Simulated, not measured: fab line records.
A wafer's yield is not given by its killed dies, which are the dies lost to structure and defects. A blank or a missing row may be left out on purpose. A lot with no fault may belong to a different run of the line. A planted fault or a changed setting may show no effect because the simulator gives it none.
fab line records :: flow nand-harc :: part 2 of 2: steps 5 to 6 of 6
[record]
  lots = 21
  wafers = 63
  last-day = 24
route steps=1159 shown A_STAIRCASE@689 A_SGD_CUT@764 A_WL_FILL@824 A_CONTACT@857
lots untouched by any fault: they come from a run of this same line in which no faults occurred
start-h: hours from the record's opening day to when the first of the lot's shown wafers began :: wait-h: hours since the lot's step before :: " the same as in the row above :: L1.1+2: a single row standing in for several wafers :: - either no value or no given start :: * or withheld: withheld :: < > ~ a bound
route shown NAME@n: names a module that has steps shown in the file, with the first one's number in the route :: usual: mean and standard deviation over wafers with no fault :: same: alike in all rows :: chamber/n: place in a boat :: sites: each site's reading :: _std_site: their standard deviation :: _edge_site: inner sites' mean taken away from outer sites' mean :: radius-mm: how far each site lies from the wafer's centre :: mask NAME#n: copy n :: behind: the last tool/chamber to shape the wafer :: hold: the reason the lot was held/the length of the hold in hours/how it ended :: device: the transistor (n, p or np) that didn't switch :: end of line: at the end of the route, the tests of the same wafers :: where a step has no rows: the recipe by itself :: killed: dies that structure and defects cost at the first sort, which is not the same as the wafer's yield :: map: a wafer's dies, marking killed ones x, the rest . and places with no die _
set.NAME: the run value of the setting; set.NAME@STEP: its run value at that earlier step :: model.NAME: the simulator's own value behind a step, which no gauge read
steps of the route over a sample of lots; a table a step, a row a wafer
services: the hour from which a tool's chamber was out of use, counted from the record's first day as start-h (under 0 if before that day), plus the number of hours and why
[[steps]]
[step NHARC_A_WL_FILL_INSPECT_15]
[usual]
  raw-defect-count = 381/110
lot.wafer: L074.1
tool: defect-inspect-02
chamber: -
start-h: 362.69
wait-h: 0.0
raw-defect-count: 379

lot.wafer: L074.2
tool: defect-inspect-02
chamber: -
start-h: 362.69
wait-h: 0.0
raw-defect-count: 305

lot.wafer: L074.3
tool: defect-inspect-02
chamber: -
start-h: 362.69
wait-h: 0.0
raw-defect-count: 269

lot.wafer: L077.2
tool: defect-inspect-01
chamber: -
start-h: 363.89
wait-h: 0.0
raw-defect-count: 271

lot.wafer: L077.3
tool: defect-inspect-01
chamber: -
start-h: 363.89
wait-h: 0.0
raw-defect-count: 376

lot.wafer: L077.5
tool: defect-inspect-01
chamber: -
start-h: 363.89
wait-h: 0.0
raw-defect-count: 246

lot.wafer: L075.2
tool: defect-inspect-01
chamber: -
start-h: 371.46
wait-h: 0.0
raw-defect-count: 416

lot.wafer: L075.3
tool: defect-inspect-01
chamber: -
start-h: 371.46
wait-h: 0.0
raw-defect-count: 422

lot.wafer: L075.5
tool: defect-inspect-01
chamber: -
start-h: 371.46
wait-h: 0.0
raw-defect-count: 317

lot.wafer: L078.2
tool: defect-inspect-02
chamber: -
start-h: 388.92
wait-h: 0.0
raw-defect-count: 511

lot.wafer: L078.4
tool: defect-inspect-02
chamber: -
start-h: 388.92
wait-h: 0.0
raw-defect-count: 309

lot.wafer: L078.5
tool: defect-inspect-02
chamber: -
start-h: 388.92
wait-h: 0.0
raw-defect-count: 738

lot.wafer: L080.1
tool: defect-inspect-01
chamber: -
start-h: 393.25
wait-h: 0.0
raw-defect-count: 531

lot.wafer: L080.2
tool: defect-inspect-01
chamber: -
start-h: 393.25
wait-h: 0.0
raw-defect-count: 425

lot.wafer: L080.4
tool: defect-inspect-01
chamber: -
start-h: 393.25
wait-h: 0.0
raw-defect-count: 353

lot.wafer: L079.2
tool: defect-inspect-01
chamber: -
start-h: 395.45
wait-h: 0.0
raw-defect-count: 308

lot.wafer: L079.5
tool: defect-inspect-01
chamber: -
start-h: 395.45
wait-h: 0.0
raw-defect-count: 316

lot.wafer: L079.6
tool: defect-inspect-01
chamber: -
start-h: 395.45
wait-h: 0.0
raw-defect-count: 356

lot.wafer: L081.3
tool: defect-inspect-02
chamber: -
start-h: 402.48
wait-h: 0.0
raw-defect-count: 337

lot.wafer: L081.5
tool: defect-inspect-02
chamber: -
start-h: 402.48
wait-h: 0.0
raw-defect-count: 384

lot.wafer: L081.6
tool: defect-inspect-02
chamber: -
start-h: 402.48
wait-h: 0.0
raw-defect-count: 465

lot.wafer: L082.1
tool: defect-inspect-01
chamber: -
start-h: 418.21
wait-h: 0.0
raw-defect-count: 418

lot.wafer: L082.4
tool: defect-inspect-01
chamber: -
start-h: 418.21
wait-h: 0.0
raw-defect-count: 594

lot.wafer: L082.5
tool: defect-inspect-01
chamber: -
start-h: 418.21
wait-h: 0.0
raw-defect-count: 489

lot.wafer: L083.1
tool: defect-inspect-01
chamber: -
start-h: 422.52
wait-h: 0.1
raw-defect-count: 277

lot.wafer: L083.5
tool: defect-inspect-01
chamber: -
start-h: 422.52
wait-h: 0.1
raw-defect-count: 348

lot.wafer: L083.6
tool: defect-inspect-01
chamber: -
start-h: 422.52
wait-h: 0.1
raw-defect-count: 311

lot.wafer: L087.3
tool: defect-inspect-02
chamber: -
start-h: 426.75
wait-h: 0.0
raw-defect-count: 358

lot.wafer: L087.5
tool: defect-inspect-02
chamber: -
start-h: 426.75
wait-h: 0.0
raw-defect-count: 660

lot.wafer: L087.6
tool: defect-inspect-02
chamber: -
start-h: 426.75
wait-h: 0.0
raw-defect-count: 444

lot.wafer: L086.1
tool: defect-inspect-01
chamber: -
start-h: 434.60
wait-h: 0.0
raw-defect-count: 399

lot.wafer: L086.2
tool: defect-inspect-01
chamber: -
start-h: 434.60
wait-h: 0.0
raw-defect-count: 252

lot.wafer: L086.3
tool: defect-inspect-01
chamber: -
start-h: 434.60
wait-h: 0.0
raw-defect-count: 250

lot.wafer: L085.2
tool: defect-inspect-02
chamber: -
start-h: 434.68
wait-h: 0.0
raw-defect-count: 336

lot.wafer: L085.3
tool: defect-inspect-02
chamber: -
start-h: 434.68
wait-h: 0.0
raw-defect-count: 271

lot.wafer: L085.5
tool: defect-inspect-02
chamber: -
start-h: 434.68
wait-h: 0.0
raw-defect-count: 309

lot.wafer: L088.3
tool: defect-inspect-02
chamber: -
start-h: 458.13
wait-h: 0.0
raw-defect-count: 376

lot.wafer: L088.5
tool: defect-inspect-02
chamber: -
start-h: 458.13
wait-h: 0.0
raw-defect-count: 375

lot.wafer: L088.6
tool: defect-inspect-02
chamber: -
start-h: 458.13
wait-h: 0.0
raw-defect-count: 480

lot.wafer: L089.2
tool: defect-inspect-02
chamber: -
start-h: 458.30
wait-h: 0.0
raw-defect-count: 235

lot.wafer: L089.3
tool: defect-inspect-02
chamber: -
start-h: 458.30
wait-h: 0.0
raw-defect-count: 341

lot.wafer: L089.5
tool: defect-inspect-02
chamber: -
start-h: 458.30
wait-h: 0.0
raw-defect-count: 224

lot.wafer: L092.1
tool: defect-inspect-01
chamber: -
start-h: 463.08
wait-h: 0.0
raw-defect-count: 439

lot.wafer: L092.2
tool: defect-inspect-01
chamber: -
start-h: 463.08
wait-h: 0.0
raw-defect-count: 338

lot.wafer: L092.4
tool: defect-inspect-01
chamber: -
start-h: 463.08
wait-h: 0.0
raw-defect-count: 314

lot.wafer: L090.1
tool: defect-inspect-01
chamber: -
start-h: 469.55
wait-h: 0.0
raw-defect-count: 525

lot.wafer: L090.4
tool: defect-inspect-01
chamber: -
start-h: 469.55
wait-h: 0.0
raw-defect-count: 286

lot.wafer: L090.5
tool: defect-inspect-01
chamber: -
start-h: 469.55
wait-h: 0.0
raw-defect-count: 412

lot.wafer: L091.1
tool: defect-inspect-02
chamber: -
start-h: 474.87
wait-h: 0.0
raw-defect-count: 282

lot.wafer: L091.3
tool: defect-inspect-02
chamber: -
start-h: 474.87
wait-h: 0.0
raw-defect-count: 319

lot.wafer: L091.4
tool: defect-inspect-02
chamber: -
start-h: 474.87
wait-h: 0.0
raw-defect-count: 220

lot.wafer: L094.2
tool: defect-inspect-01
chamber: -
start-h: 484.83
wait-h: 0.0
raw-defect-count: 264

lot.wafer: L094.3
tool: defect-inspect-01
chamber: -
start-h: 484.83
wait-h: 0.0
raw-defect-count: 273

lot.wafer: L094.4
tool: defect-inspect-01
chamber: -
start-h: 484.83
wait-h: 0.0
raw-defect-count: 445

lot.wafer: L096.1
tool: defect-inspect-02
chamber: -
start-h: 498.21
wait-h: 0.0
raw-defect-count: 453

lot.wafer: L096.5
tool: defect-inspect-02
chamber: -
start-h: 498.21
wait-h: 0.0
raw-defect-count: 365

lot.wafer: L096.6
tool: defect-inspect-02
chamber: -
start-h: 498.21
wait-h: 0.0
raw-defect-count: 452

lot.wafer: L095.3
tool: defect-inspect-01
chamber: -
start-h: 498.56
wait-h: 0.0
raw-defect-count: 290

lot.wafer: L095.5
tool: defect-inspect-01
chamber: -
start-h: 498.56
wait-h: 0.0
raw-defect-count: 343

lot.wafer: L095.6
tool: defect-inspect-01
chamber: -
start-h: 498.56
wait-h: 0.0
raw-defect-count: 234

lot.wafer: L097.1
tool: defect-inspect-02
chamber: -
start-h: 503.77
wait-h: 0.0
raw-defect-count: 550

lot.wafer: L097.2
tool: defect-inspect-02
chamber: -
start-h: 503.77
wait-h: 0.0
raw-defect-count: 306

lot.wafer: L097.3
tool: defect-inspect-02
chamber: -
start-h: 503.77
wait-h: 0.0
raw-defect-count: 461
[step NHARC_A_CONTACT_DESCUM_47]
[recipe]
  time-s = 3
  o2-flow-sccm = 200
  ar-flow-sccm = 0
  bias-power-w = 0
  chemistry = O2
[usual]
  drypump-motor-current-A = 5.4/0.53
  oes-product-au = 1.000/0.0089
  rf-vpp-V = 57.8/0.79
  showerhead-plenum-p-Torr = 1.90/0.056
  throttle-valve-pct = 11.312/0.0086
lot.wafer: L074.2
tool: rie-diel-02
chamber: 1
start-h: 366.91
wait-h: 0.1
drypump-motor-current-A: 5.4
oes-product-au: 1.005
rf-hours-counter-h: 5
rf-vpp-V: 57.9
showerhead-plenum-p-Torr: 1.88
throttle-valve-pct: 11.316

lot.wafer: L074.1
tool: rie-diel-02
chamber: 3
start-h: 366.91
wait-h: 0.1
drypump-motor-current-A: 5.7
oes-product-au: 0.993
rf-hours-counter-h: 5
rf-vpp-V: 57.5
showerhead-plenum-p-Torr: 1.85
throttle-valve-pct: 11.319

lot.wafer: L074.3
tool: rie-diel-02
chamber: 0
start-h: 366.91
wait-h: 0.1
drypump-motor-current-A: 4.7
oes-product-au: 1.000
rf-hours-counter-h: 5
rf-vpp-V: 57.7
showerhead-plenum-p-Torr: 1.97
throttle-valve-pct: 11.311

lot.wafer: L077.3
tool: rie-diel-02
chamber: 1
start-h: 370.67
wait-h: 0.1
drypump-motor-current-A: 5.3
oes-product-au: 1.006
rf-hours-counter-h: 6
rf-vpp-V: 58.1
showerhead-plenum-p-Torr: 1.88
throttle-valve-pct: 11.329

lot.wafer: L077.2
tool: rie-diel-02
chamber: 2
start-h: 370.67
wait-h: 0.1
drypump-motor-current-A: 5.3
oes-product-au: 1.005
rf-hours-counter-h: 6
rf-vpp-V: 57.7
showerhead-plenum-p-Torr: 1.89
throttle-valve-pct: 11.312

lot.wafer: L077.5
tool: rie-diel-02
chamber: 1
start-h: 370.67
wait-h: 0.1
drypump-motor-current-A: 5.3
oes-product-au: 1.000
rf-hours-counter-h: -
rf-vpp-V: 57.9
showerhead-plenum-p-Torr: 1.88
throttle-valve-pct: 11.307

lot.wafer: L075.2
tool: rie-diel-02
chamber: 3
start-h: 375.41
wait-h: 0.2
drypump-motor-current-A: 5.7
oes-product-au: 1.003
rf-hours-counter-h: 6
rf-vpp-V: 57.5
showerhead-plenum-p-Torr: 1.85
throttle-valve-pct: 11.300

lot.wafer: L075.3
tool: rie-diel-02
chamber: 0
start-h: 375.41
wait-h: 0.2
drypump-motor-current-A: 4.7
oes-product-au: 1.007
rf-hours-counter-h: 7
rf-vpp-V: 58.2
showerhead-plenum-p-Torr: 1.97
throttle-valve-pct: 11.320

lot.wafer: L075.5
tool: rie-diel-02
chamber: 1
start-h: 375.41
wait-h: 0.2
drypump-motor-current-A: 5.3
oes-product-au: 1.001
rf-hours-counter-h: -
rf-vpp-V: 59.2
showerhead-plenum-p-Torr: 1.88
throttle-valve-pct: 11.302

lot.wafer: L078.4
tool: rie-diel-02
chamber: 3
start-h: 394.43
wait-h: 0.1
drypump-motor-current-A: 5.7
oes-product-au: 0.988
rf-hours-counter-h: 11
rf-vpp-V: 58.3
showerhead-plenum-p-Torr: 1.85
throttle-valve-pct: 11.310

lot.wafer: L078.2
tool: rie-diel-02
chamber: 2
start-h: 394.43
wait-h: 0.1
drypump-motor-current-A: 5.4
oes-product-au: 1.007
rf-hours-counter-h: 12
rf-vpp-V: 58.4
showerhead-plenum-p-Torr: 1.88
throttle-valve-pct: 11.319

lot.wafer: L078.5
tool: rie-diel-02
chamber: 3
start-h: 394.43
wait-h: 0.1
drypump-motor-current-A: 5.7
oes-product-au: 0.986
rf-hours-counter-h: -
rf-vpp-V: 57.6
showerhead-plenum-p-Torr: 1.85
throttle-valve-pct: 11.314

lot.wafer: L080.4
tool: rie-diel-02
chamber: 2
start-h: 398.12
wait-h: 0.1
drypump-motor-current-A: 5.4
oes-product-au: 1.007
rf-hours-counter-h: 13
rf-vpp-V: 57.3
showerhead-plenum-p-Torr: 1.88
throttle-valve-pct: 11.303

lot.wafer: L080.1
tool: rie-diel-02
chamber: 3
start-h: 398.12
wait-h: 0.1
drypump-motor-current-A: 5.7
oes-product-au: 0.980
rf-hours-counter-h: 12
rf-vpp-V: 58.2
showerhead-plenum-p-Torr: 1.85
throttle-valve-pct: 11.308

lot.wafer: L080.2
tool: rie-diel-02
chamber: 1
start-h: 398.12
wait-h: 0.1
drypump-motor-current-A: 5.3
oes-product-au: 0.999
rf-hours-counter-h: 13
rf-vpp-V: 58.1
showerhead-plenum-p-Torr: 1.88
throttle-valve-pct: 11.301

lot.wafer: L079.2
tool: rie-diel-02
chamber: 0
start-h: 400.35
wait-h: 0.1
drypump-motor-current-A: 4.7
oes-product-au: 0.999
rf-hours-counter-h: 14
rf-vpp-V: 59.4
showerhead-plenum-p-Torr: 1.97
throttle-valve-pct: 11.323

lot.wafer: L079.5
tool: rie-diel-02
chamber: 0
start-h: 400.35
wait-h: 0.1
drypump-motor-current-A: 4.7
oes-product-au: 0.999
rf-hours-counter-h: -
rf-vpp-V: 58.0
showerhead-plenum-p-Torr: 1.97
throttle-valve-pct: 11.316

lot.wafer: L079.6
tool: rie-diel-02
chamber: 1
start-h: 400.35
wait-h: 0.1
drypump-motor-current-A: 5.3
oes-product-au: 1.000
rf-hours-counter-h: -
rf-vpp-V: 57.7
showerhead-plenum-p-Torr: 1.88
throttle-valve-pct: 11.300

lot.wafer: L081.3
tool: rie-diel-02
chamber: 2
start-h: 406.55
wait-h: 0.3
drypump-motor-current-A: 5.4
oes-product-au: 1.014
rf-hours-counter-h: 15
rf-vpp-V: 58.0
showerhead-plenum-p-Torr: 1.88
throttle-valve-pct: 11.300

lot.wafer: L081.6
tool: rie-diel-02
chamber: 2
start-h: 406.55
wait-h: 0.3
drypump-motor-current-A: 5.4
oes-product-au: 1.019
rf-hours-counter-h: -
rf-vpp-V: 57.6
showerhead-plenum-p-Torr: 1.88
throttle-valve-pct: 11.307

lot.wafer: L081.5
tool: rie-diel-02
chamber: 3
start-h: 406.55
wait-h: 0.3
drypump-motor-current-A: 5.7
oes-product-au: 1.003
rf-hours-counter-h: -
rf-vpp-V: 58.5
showerhead-plenum-p-Torr: 1.84
throttle-valve-pct: 11.310

lot.wafer: L082.1
tool: rie-diel-02
chamber: 0
start-h: 422.75
wait-h: 0.1
drypump-motor-current-A: 4.7
oes-product-au: 0.996
rf-hours-counter-h: 18
rf-vpp-V: 58.0
showerhead-plenum-p-Torr: 1.96
throttle-valve-pct: 11.320

lot.wafer: L082.4
tool: rie-diel-02
chamber: 1
start-h: 422.75
wait-h: 0.1
drypump-motor-current-A: 5.3
oes-product-au: 1.005
rf-hours-counter-h: 18
rf-vpp-V: 56.7
showerhead-plenum-p-Torr: 1.88
throttle-valve-pct: 11.322

lot.wafer: L082.5
tool: rie-diel-02
chamber: 3
start-h: 422.75
wait-h: 0.1
drypump-motor-current-A: 5.7
oes-product-au: 0.995
rf-hours-counter-h: -
rf-vpp-V: 57.0
showerhead-plenum-p-Torr: 1.84
throttle-valve-pct: 11.324

lot.wafer: L083.1
tool: rie-diel-02
chamber: 2
start-h: 426.22
wait-h: 0.1
drypump-motor-current-A: 5.4
oes-product-au: 1.008
rf-hours-counter-h: 19
rf-vpp-V: 57.1
showerhead-plenum-p-Torr: 1.88
throttle-valve-pct: 11.303

lot.wafer: L083.5
tool: rie-diel-02
chamber: 0
start-h: 426.22
wait-h: 0.1
drypump-motor-current-A: 4.7
oes-product-au: 0.998
rf-hours-counter-h: -
rf-vpp-V: 58.3
showerhead-plenum-p-Torr: 1.96
throttle-valve-pct: 11.309

lot.wafer: L083.6
tool: rie-diel-02
chamber: 1
start-h: 426.22
wait-h: 0.1
drypump-motor-current-A: 5.3
oes-product-au: 1.003
rf-hours-counter-h: -
rf-vpp-V: 57.5
showerhead-plenum-p-Torr: 1.88
throttle-valve-pct: 11.302

lot.wafer: L087.3
tool: rie-diel-02
chamber: 0
start-h: 430.57
wait-h: 0.1
drypump-motor-current-A: 4.7
oes-product-au: 0.989
rf-hours-counter-h: 19
rf-vpp-V: 57.6
showerhead-plenum-p-Torr: 1.96
throttle-valve-pct: 11.317

lot.wafer: L087.6
tool: rie-diel-02
chamber: 3
start-h: 430.57
wait-h: 0.1
drypump-motor-current-A: 5.7
oes-product-au: 0.990
rf-hours-counter-h: -
rf-vpp-V: 56.7
showerhead-plenum-p-Torr: 1.84
throttle-valve-pct: 11.304

lot.wafer: L087.5
tool: rie-diel-02
chamber: 2
start-h: 430.57
wait-h: 0.1
drypump-motor-current-A: 5.4
oes-product-au: 1.009
rf-hours-counter-h: -
rf-vpp-V: 58.2
showerhead-plenum-p-Torr: 1.88
throttle-valve-pct: 11.308

lot.wafer: L086.1
tool: rie-diel-02
chamber: 2
start-h: 438.28
wait-h: 0.1
drypump-motor-current-A: 5.3
oes-product-au: 1.001
rf-hours-counter-h: 22
rf-vpp-V: 58.4
showerhead-plenum-p-Torr: 1.88
throttle-valve-pct: 11.297

lot.wafer: L086.3
tool: rie-diel-02
chamber: 3
start-h: 438.28
wait-h: 0.1
drypump-motor-current-A: 5.7
oes-product-au: 0.992
rf-hours-counter-h: 22
rf-vpp-V: 56.7
showerhead-plenum-p-Torr: 1.84
throttle-valve-pct: 11.323

lot.wafer: L086.2
tool: rie-diel-02
chamber: 0
start-h: 438.28
wait-h: 0.1
drypump-motor-current-A: 4.7
oes-product-au: 0.999
rf-hours-counter-h: 22
rf-vpp-V: 57.8
showerhead-plenum-p-Torr: 1.96
throttle-valve-pct: 11.304

lot.wafer: L085.2
tool: rie-diel-11
chamber: 2
start-h: 438.57
wait-h: 0.1
drypump-motor-current-A: 5.6
oes-product-au: 0.989
rf-hours-counter-h: 26
rf-vpp-V: 56.7
showerhead-plenum-p-Torr: 1.78
throttle-valve-pct: 11.312

lot.wafer: L085.3
tool: rie-diel-11
chamber: 1
start-h: 438.57
wait-h: 0.1
drypump-motor-current-A: 6.4
oes-product-au: 1.002
rf-hours-counter-h: 24
rf-vpp-V: 59.9
showerhead-plenum-p-Torr: 1.95
throttle-valve-pct: 11.311

lot.wafer: L085.5
tool: rie-diel-11
chamber: 2
start-h: 438.57
wait-h: 0.1
drypump-motor-current-A: 5.6
oes-product-au: 0.998
rf-hours-counter-h: -
rf-vpp-V: 57.6
showerhead-plenum-p-Torr: 1.78
throttle-valve-pct: 11.317

lot.wafer: L088.3
tool: rie-diel-02
chamber: 3
start-h: 462.11
wait-h: 0.1
drypump-motor-current-A: 5.7
oes-product-au: 1.000
rf-hours-counter-h: 26
rf-vpp-V: 58.1
showerhead-plenum-p-Torr: 1.84
throttle-valve-pct: 11.315

lot.wafer: L088.6
tool: rie-diel-02
chamber: 2
start-h: 462.11
wait-h: 0.1
drypump-motor-current-A: 5.4
oes-product-au: 1.007
rf-hours-counter-h: -
rf-vpp-V: 57.6
showerhead-plenum-p-Torr: 1.88
throttle-valve-pct: 11.308

lot.wafer: L088.5
tool: rie-diel-02
chamber: 3
start-h: 462.11
wait-h: 0.1
drypump-motor-current-A: 5.7
oes-product-au: 1.001
rf-hours-counter-h: -
rf-vpp-V: 56.4
showerhead-plenum-p-Torr: 1.84
throttle-valve-pct: 11.299

lot.wafer: L089.3
tool: rie-diel-11
chamber: 1
start-h: 462.74
wait-h: 0.1
drypump-motor-current-A: 6.4
oes-product-au: 0.993
rf-hours-counter-h: 33
rf-vpp-V: 56.6
showerhead-plenum-p-Torr: 1.95
throttle-valve-pct: 11.324

lot.wafer: L089.2
tool: rie-diel-11
chamber: 2
start-h: 462.74
wait-h: 0.1
drypump-motor-current-A: 5.6
oes-product-au: 0.995
rf-hours-counter-h: 36
rf-vpp-V: 57.1
showerhead-plenum-p-Torr: 1.78
throttle-valve-pct: 11.307

lot.wafer: L089.5
tool: rie-diel-11
chamber: 0
start-h: 462.74
wait-h: 0.1
drypump-motor-current-A: 6.1
oes-product-au: 0.977
rf-hours-counter-h: -
rf-vpp-V: 55.9
showerhead-plenum-p-Torr: 1.86
throttle-valve-pct: 11.304

lot.wafer: L092.1
tool: rie-diel-02
chamber: 0
start-h: 466.91
wait-h: 0.1
drypump-motor-current-A: 4.7
oes-product-au: 1.001
rf-hours-counter-h: 26
rf-vpp-V: 58.1
showerhead-plenum-p-Torr: 1.96
throttle-valve-pct: 11.316

lot.wafer: L092.4
tool: rie-diel-02
chamber: 1
start-h: 466.91
wait-h: 0.1
drypump-motor-current-A: 5.3
oes-product-au: 1.002
rf-hours-counter-h: 22
rf-vpp-V: 58.0
showerhead-plenum-p-Torr: 1.88
throttle-valve-pct: 11.322

lot.wafer: L092.2
tool: rie-diel-02
chamber: 3
start-h: 466.91
wait-h: 0.1
drypump-motor-current-A: 5.7
oes-product-au: 0.991
rf-hours-counter-h: 27
rf-vpp-V: 57.6
showerhead-plenum-p-Torr: 1.84
throttle-valve-pct: 11.314

lot.wafer: L090.1
tool: rie-diel-03
chamber: 3
start-h: 473.44
wait-h: 0.1
drypump-motor-current-A: 6.7
oes-product-au: 1.007
rf-hours-counter-h: 31
rf-vpp-V: 57.3
showerhead-plenum-p-Torr: 1.87
throttle-valve-pct: 11.324

lot.wafer: L090.4
tool: rie-diel-03
chamber: 1
start-h: 473.44
wait-h: 0.1
drypump-motor-current-A: 4.9
oes-product-au: 1.006
rf-hours-counter-h: 17
rf-vpp-V: 58.5
showerhead-plenum-p-Torr: 1.95
throttle-valve-pct: 11.304

lot.wafer: L090.5
tool: rie-diel-03
chamber: 0
start-h: 473.44
wait-h: 0.1
drypump-motor-current-A: 5.6
oes-product-au: 0.995
rf-hours-counter-h: -
rf-vpp-V: 59.4
showerhead-plenum-p-Torr: 1.98
throttle-valve-pct: 11.327

lot.wafer: L091.4
tool: rie-diel-02
chamber: 3
start-h: 478.67
wait-h: 0.1
drypump-motor-current-A: 5.7
oes-product-au: 1.000
rf-hours-counter-h: 28
rf-vpp-V: 58.1
showerhead-plenum-p-Torr: 1.84
throttle-valve-pct: 11.311

lot.wafer: L091.1
tool: rie-diel-02
chamber: 0
start-h: 478.67
wait-h: 0.1
drypump-motor-current-A: 4.7
oes-product-au: 1.000
rf-hours-counter-h: 28
rf-vpp-V: 57.0
showerhead-plenum-p-Torr: 1.96
throttle-valve-pct: 11.314

lot.wafer: L091.3
tool: rie-diel-02
chamber: 2
start-h: 478.67
wait-h: 0.1
drypump-motor-current-A: 5.3
oes-product-au: 0.997
rf-hours-counter-h: 28
rf-vpp-V: 57.3
showerhead-plenum-p-Torr: 1.88
throttle-valve-pct: 11.309

lot.wafer: L094.2
tool: rie-diel-03
chamber: 2
start-h: 493.19
wait-h: 0.1
drypump-motor-current-A: 5.6
oes-product-au: 0.990
rf-hours-counter-h: 37
rf-vpp-V: 59.2
showerhead-plenum-p-Torr: 2.00
throttle-valve-pct: 11.310

lot.wafer: L094.3
tool: rie-diel-03
chamber: 3
start-h: 493.19
wait-h: 0.1
drypump-motor-current-A: 6.8
oes-product-au: 1.010
rf-hours-counter-h: 37
rf-vpp-V: 57.2
showerhead-plenum-p-Torr: 1.87
throttle-valve-pct: 11.303

lot.wafer: L094.4
tool: rie-diel-03
chamber: 1
start-h: 493.19
wait-h: 0.1
drypump-motor-current-A: 4.9
oes-product-au: 0.992
rf-hours-counter-h: 23
rf-vpp-V: 57.1
showerhead-plenum-p-Torr: 1.95
throttle-valve-pct: 11.299

lot.wafer: L096.1
tool: rie-diel-02
chamber: 0
start-h: 501.95
wait-h: 0.1
drypump-motor-current-A: 4.7
oes-product-au: 1.005
rf-hours-counter-h: 32
rf-vpp-V: 56.2
showerhead-plenum-p-Torr: 1.96
throttle-valve-pct: 11.317

lot.wafer: L096.6
tool: rie-diel-02
chamber: 0
start-h: 501.95
wait-h: 0.1
drypump-motor-current-A: 4.7
oes-product-au: 1.008
rf-hours-counter-h: -
rf-vpp-V: 58.1
showerhead-plenum-p-Torr: 1.96
throttle-valve-pct: 11.306

lot.wafer: L096.5
tool: rie-diel-02
chamber: 1
start-h: 501.95
wait-h: 0.1
drypump-motor-current-A: 5.3
oes-product-au: 1.001
rf-hours-counter-h: -
rf-vpp-V: 58.1
showerhead-plenum-p-Torr: 1.88
throttle-valve-pct: 11.300

lot.wafer: L095.3
tool: rie-diel-03
chamber: 3
start-h: 502.35
wait-h: 0.1
drypump-motor-current-A: 6.8
oes-product-au: 1.004
rf-hours-counter-h: 40
rf-vpp-V: 57.6
showerhead-plenum-p-Torr: 1.86
throttle-valve-pct: 11.304

lot.wafer: L095.5
tool: rie-diel-03
chamber: 3
start-h: 502.35
wait-h: 0.1
drypump-motor-current-A: 6.8
oes-product-au: 1.002
rf-hours-counter-h: -
rf-vpp-V: 57.1
showerhead-plenum-p-Torr: 1.86
throttle-valve-pct: 11.308

lot.wafer: L095.6
tool: rie-diel-03
chamber: 0
start-h: 502.35
wait-h: 0.1
drypump-motor-current-A: 5.6
oes-product-au: 1.001
rf-hours-counter-h: -
rf-vpp-V: 57.4
showerhead-plenum-p-Torr: 1.97
throttle-valve-pct: 11.319

lot.wafer: L097.2
tool: rie-diel-03
chamber: 2
start-h: 507.61
wait-h: 0.1
drypump-motor-current-A: 5.6
oes-product-au: 1.010
rf-hours-counter-h: 41
rf-vpp-V: 57.0
showerhead-plenum-p-Torr: 1.99
throttle-valve-pct: 11.297

lot.wafer: L097.3
tool: rie-diel-03
chamber: 3
start-h: 507.61
wait-h: 0.1
drypump-motor-current-A: 6.7
oes-product-au: 1.005
rf-hours-counter-h: 41
rf-vpp-V: 57.7
showerhead-plenum-p-Torr: 1.86
throttle-valve-pct: 11.310

lot.wafer: L097.1
tool: rie-diel-03
chamber: 0
start-h: 507.61
wait-h: 0.1
drypump-motor-current-A: 5.6
oes-product-au: 0.993
rf-hours-counter-h: 40
rf-vpp-V: 58.1
showerhead-plenum-p-Torr: 1.97
throttle-valve-pct: 11.316
[[services]]
tool: rie-diel-09
chamber: -
start-h: 254.10
hours: 9.0
kind: pm

tool: rie-diel-01
chamber: 0
start-h: 263.74
hours: 12.4
kind: repair

tool: rie-diel-03
chamber: 0
start-h: 269.25
hours: 10.1
kind: repair

tool: rie-diel-03
chamber: -
start-h: 281.47
hours: 2.5
kind: repair

tool: rie-diel-03
chamber: 2
start-h: 288.86
hours: 36.9
kind: repair

tool: rie-diel-09
chamber: 3
start-h: 298.58
hours: 5.0
kind: repair

tool: rie-diel-03
chamber: 1
start-h: 298.74
hours: 9.8
kind: repair

tool: rie-diel-03
chamber: 0
start-h: 305.88
hours: 5.3
kind: repair

tool: rie-diel-02
chamber: -
start-h: 323.64
hours: 2.7
kind: repair

tool: rie-diel-02
chamber: -
start-h: 326.81
hours: 2.4
kind: repair

tool: rie-diel-11
chamber: -
start-h: 346.13
hours: 0.5
kind: repair

tool: rie-diel-03
chamber: 1
start-h: 350.16
hours: 4.0
kind: repair

tool: rie-diel-11
chamber: -
start-h: 355.38
hours: 0.4
kind: repair

tool: rie-diel-11
chamber: 1
start-h: 361.75
hours: 2.5
kind: repair

tool: rie-diel-11
chamber: -
start-h: 366.50
hours: 9.0
kind: pm

tool: rie-diel-03
chamber: -
start-h: 392.47
hours: 9.0
kind: pm

tool: rie-diel-07
chamber: -
start-h: 405.35
hours: 9.0
kind: pm

tool: rie-diel-02
chamber: -
start-h: 406.24
hours: 0.3
kind: repair

tool: rie-diel-02
chamber: 1
start-h: 428.88
hours: 15.5
kind: repair

tool: rie-diel-07
chamber: 3
start-h: 437.54
hours: 1.3
kind: repair

tool: rie-diel-11
chamber: 2
start-h: 473.71
hours: 9.0
kind: repair

tool: rie-diel-07
chamber: 2
start-h: 485.03
hours: 5.6
kind: repair

tool: rie-diel-11
chamber: 3
start-h: 504.03
hours: 5.2
kind: repair

tool: rie-diel-02
chamber: -
start-h: 506.18
hours: 9.0
kind: pm
